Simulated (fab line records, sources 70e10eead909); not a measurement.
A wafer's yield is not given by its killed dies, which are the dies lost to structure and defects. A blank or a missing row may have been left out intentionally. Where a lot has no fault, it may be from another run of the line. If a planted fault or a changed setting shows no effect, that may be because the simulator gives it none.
Struck lot and sound lot, side by side    flow nand_harc    39 steps out of a route of 1302
Sound: wafers L378.1, L378.2, L378.3. Struck: wafers L388.1, L388.4, L388.6. The cause comes at the end.
Order at every step that has rows: each side's tool, ch and its chambers, its first start. Under that, the readings that differ: sound wafers    struck wafers    difference of the means    sigmas: that difference in standard deviations of wafers without a fault.
alike: words and numbers the same on both sides, and readings whose means are apart by under 2 such deviations; not compared: readings that were withheld, readings missing a value for some wafer, numbers with overlapping values and no deviation given by the record, and bounds like >300 which may hide the same value.
A row with sigmas, a row that says differs or no value, or rows on one side alone: a step with any of these is where the two part. Numbers that have no deviation but don't overlap get no sigmas and don't part them. A reading that every wafer of one side lacks parts them only if that side has two wafers or more.

first, 1 step without rows for these wafers: NHARC_A_CHANNEL_FILL_D1_SRD_12.
NHARC_A_CHANNEL_FILL_D1_INSPECT_13:
  struck on defect_inspect-01, day 15 18:11; sound on defect_inspect-01, day 12 07:59
  alike: raw_defect_count
NHARC_A_DECK1_JOINT_ETCHBACK_07: etches the open film in HBr, target depth 105 nm, time 26.9 s.
  sound on rie_si-06 ch 0,2,3, day 12 08:04; struck on rie_si-05 ch 0,1,3, day 15 18:16
  alike: bias_w, drypump_motor_current_A, oes_product_au, throttle_valve_pct
  not compared: rf_hours_counter_h
then, 7 steps without rows for these wafers: NHARC_A_DECK1_JOINT_ETCH_25 (etches SiO2 in dHF, target depth 0.5 nm); NHARC_A_DECK1_JOINT_ETCH_19 (etches poly-Si in TMAH, target depth 3 nm); NHARC_A_DECK1_JOINT_ETCH_18 (etches SiO2 in dHF, target depth 3 nm); NHARC_A_DECK1_JOINT_WET_08 (chemistry H3PO4, time 86 s); NHARC_A_DECK1_JOINT_ETCH_09 (etches SiO2 in dHF, target depth 5 nm); NHARC_A_DECK1_JOINT_WET_10 (chemistry H3PO4, time 86 s); NHARC_A_DECK1_JOINT_ETCH_11 (etches SiO2 in dHF, target depth 35 nm).
NHARC_A_DECK1_JOINT_CVD_12: deposits poly-Si, target thk 90 nm, time 1800 s.
  sound on lpcvd_poly-03 ch 0, day 12 22:16; struck on lpcvd_poly-02 ch 0, day 16 01:41
  alike: tube_center_temp_C, zone_power_centre_pct
NHARC_A_DECK1_JOINT_CMP_13: polishes, target thk 51.023 nm.
  sound on cmp-04 ch 1,2,3, day 13 01:04; struck on cmp-02 ch 0,1,2, day 16 04:35
reading                 sound           struck        difference  sigmas
time_to_endpoint_s (s)  13.7 15.2 13.4  6.2 11.0 5.7  -6.5        -2
  alike: edge_zone_pressure_frac, motor_current_A
NHARC_A_DECK1_JOINT_THK_MEAS_14: measures by ellipsometry.
  struck on film_metro-01, day 16 04:47; sound on film_metro-01, day 13 01:20
  alike: thk_nm
after that, 1 step had no rows for these wafers: NHARC_A_DECK1_JOINT_SRD_04.
NHARC_A_DECK1_JOINT_ETCHBACK_00: etches the open film in HBr, target depth 30 nm, time 17.4 s.
  sound on rie_si-01 ch 0,1,2, day 13 01:28; struck on rie_si-06 ch 0,1,2, day 16 04:56
  alike: bias_w, drypump_motor_current_A, oes_product_au, throttle_valve_pct
  not compared: rf_hours_counter_h
then, 8 steps without rows for these wafers: NHARC_A_DECK1_JOINT_PRECLEAN_30 (cleans in SC1); NHARC_A_DECK1_JOINT_SRD_31; NHARC_A_DECK1_JOINT_CVD_34 (deposits SiNx, target thk 20 nm); NHARC_A_DECK1_JOINT_DEP_06 (deposits SiOx, target thk 80 nm); NHARC_A_DECK1_JOINT_CURE_26 (time 32 s); NHARC_A_DECK1_JOINT_ANNEAL_27 (time 3600 s); NHARC_A_DECK1_JOINT_ANNEAL_28 (time 1800 s); NHARC_A_DECK1_JOINT_ANNEAL_29 (time 1800 s).
NHARC_A_DECK1_JOINT_CMP_02: polishes SiOx.
  sound on cmp-04 ch 0,1,3, day 14 06:34; struck on cmp-01 ch 0,2,3, day 17 02:36
  alike: edge_zone_pressure_frac, motor_current_A
after that, 1 step had no rows for these wafers: NHARC_A_DECK1_JOINT_SRD_15.
NHARC_A_DECK1_JOINT_DEP_16: deposits SiO2, target thk 45 nm.
  sound on pecvd-04 ch 0,1,2, day 14 07:04; struck on pecvd-04 ch 0,2, day 17 02:58
  alike: heater_power_outer_w, heater_power_w, throttle_valve_pct
NHARC_A_DECK1_JOINT_THK_MEAS_17: measures by ellipsometry.
  struck on film_metro-01, day 17 03:13; sound on film_metro-02, day 14 07:21
  alike: thk_nm
then, 1 step without rows for these wafers: NHARC_A_ONON_D2_DEP_00 (target thk 1000 nm).
NHARC_A_ONON_D2_THK_MEAS_02: measures by ellipsometry.
  struck on film_metro-01, day 17 03:50; sound on film_metro-01, day 14 07:58
  alike: thk_nm
then, 1 step without rows for these wafers: NHARC_A_ONON_D2_DEP_03 (target thk 1000 nm).
NHARC_A_ONON_D2_THK_MEAS_05: measures by ellipsometry.
  struck on film_metro-01, day 17 04:24; sound on film_metro-01, day 14 08:32
  alike: thk_nm
then, 1 step without rows for these wafers: NHARC_A_ONON_D2_DEP_06 (target thk 1000 nm).
NHARC_A_ONON_D2_THK_MEAS_08: measures by ellipsometry.
  struck on film_metro-01, day 17 04:58; sound on film_metro-01, day 14 09:05
  alike: thk_nm
then, 1 step without rows for these wafers: NHARC_A_ONON_D2_DEP_09 (target thk 1000 nm).
NHARC_A_ONON_D2_THK_MEAS_11: measures by ellipsometry.
  struck on film_metro-01, day 17 05:32; sound on film_metro-02, day 14 09:39
reading      sound        struck          difference  sigmas
thk_nm (nm)  983 982 984  1013 1014 1014  +31         +3
then, 1 step without rows for these wafers: NHARC_A_ONON_D2_DEP_12 (target thk 1000 nm).
NHARC_A_ONON_D2_THK_MEAS_14: measures by ellipsometry.
  struck on film_metro-02, day 17 06:06; sound on film_metro-01, day 14 10:13
  alike: thk_nm
then, 1 step without rows for these wafers: NHARC_A_ONON_D2_ANNEAL_15 (time 3600 s).
-- the record jumps here: 13 days lie between the struck wafers' starts before and after (it left off in module A_ONON_D2 and takes up again in module END, whose first step shown is number 1302 of the route) --
NHARC_END_SORT_01:
  here the record holds rows for the struck wafers (prober-01 ch 0, day 29 21:40) but none for the sound ones

== WHERE THEY PART ==
First at NHARC_A_DECK1_JOINT_CMP_13; last, within this record, at NHARC_END_SORT_01.

WHY: whatever the simulator had introduced
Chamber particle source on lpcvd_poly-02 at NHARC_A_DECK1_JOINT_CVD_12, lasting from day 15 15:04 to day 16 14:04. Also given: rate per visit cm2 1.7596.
